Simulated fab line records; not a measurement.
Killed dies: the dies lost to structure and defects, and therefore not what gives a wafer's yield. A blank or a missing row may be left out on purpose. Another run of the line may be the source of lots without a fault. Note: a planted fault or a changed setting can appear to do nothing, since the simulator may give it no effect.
Which tool was responsible? | flow nandHarc | route of 1302 steps, sampled at 1 step: 14 lots, 42 wafers

== WHAT THE GAUGES READ, wafer by wafer ==
NHARC_A_SLIT_CD_MEAS_09: target cd 300 nm. Usual: cdNm reads 300.1 nm (standard deviation 0.42).
lot  | measured     | on       | cdNm (nm)         | flag
L291 | day 20 07:34 | cdSem-01 | 300.1 300.6 300.9 | 
L293 | day 21 09:33 | cdSem-03 | 300.6 299.9 300.3 | 
L295 | day 21 09:43 | cdSem-03 | 299.8 300.0 299.8 | 
L296 | day 21 18:23 | cdSem-01 | 300.6 299.7 300.0 | 
L299 | day 23 11:02 | cdSem-03 | 300.7 300.5 299.6 | 
L300 | day 23 22:58 | cdSem-01 | 300.1 299.7 299.7 | 
L302 | day 24 16:47 | cdSem-01 | 299.7 300.0 300.3 | 
L304 | day 25 18:43 | cdSem-03 | 299.9 300.1 300.0 | 
L309 | day 27 03:59 | cdSem-03 | 300.7 300.2 300.7 | 
L307 | day 27 04:09 | cdSem-01 | 299.3 299.9 299.9 | 
L308 | day 27 04:52 | cdSem-02 | 299.7 299.9 300.9 | 
L310 | day 28 01:10 | cdSem-02 | 299.8 299.4 299.7 | 
L311 | day 28 14:46 | cdSem-02 | 300.8 300.4 300.4 | 
L313 | day 29 10:10 | cdSem-03 | 299.8 300.2 300.0 | 

== WHICH TOOL RAN EACH LOT (tool, then ch and the chambers of the sampled wafers, then the start) ==
Record: no process step prior to these readings.

== AS READ BY THE TOOLS THEMSELVES (means over the sampled wafers that have a number; for cases with no such wafer, the mark the record gives instead) ==
The record holds no such reading with a usual standard deviation.

== THE ANSWER, worked out from the rows above alone ==
Rule: lot off if the mean of its wafers having a number is beyond 3 standard deviations from the usual mean. Also off: a lot with no number at a reading for which 4 or more lots have one. The other lots that the step has rows for count as sound. First the gauges in route order, then the tools' own readings, where a lot's mean is used as printed above. At the first step where some lot is off, the reading lying furthest off is the one used; lots without a number count as furthest.
Nothing can be told from this: no lot is off at any reading shown.

== WHAT WAS PUT IN BY THE SIMULATOR ==
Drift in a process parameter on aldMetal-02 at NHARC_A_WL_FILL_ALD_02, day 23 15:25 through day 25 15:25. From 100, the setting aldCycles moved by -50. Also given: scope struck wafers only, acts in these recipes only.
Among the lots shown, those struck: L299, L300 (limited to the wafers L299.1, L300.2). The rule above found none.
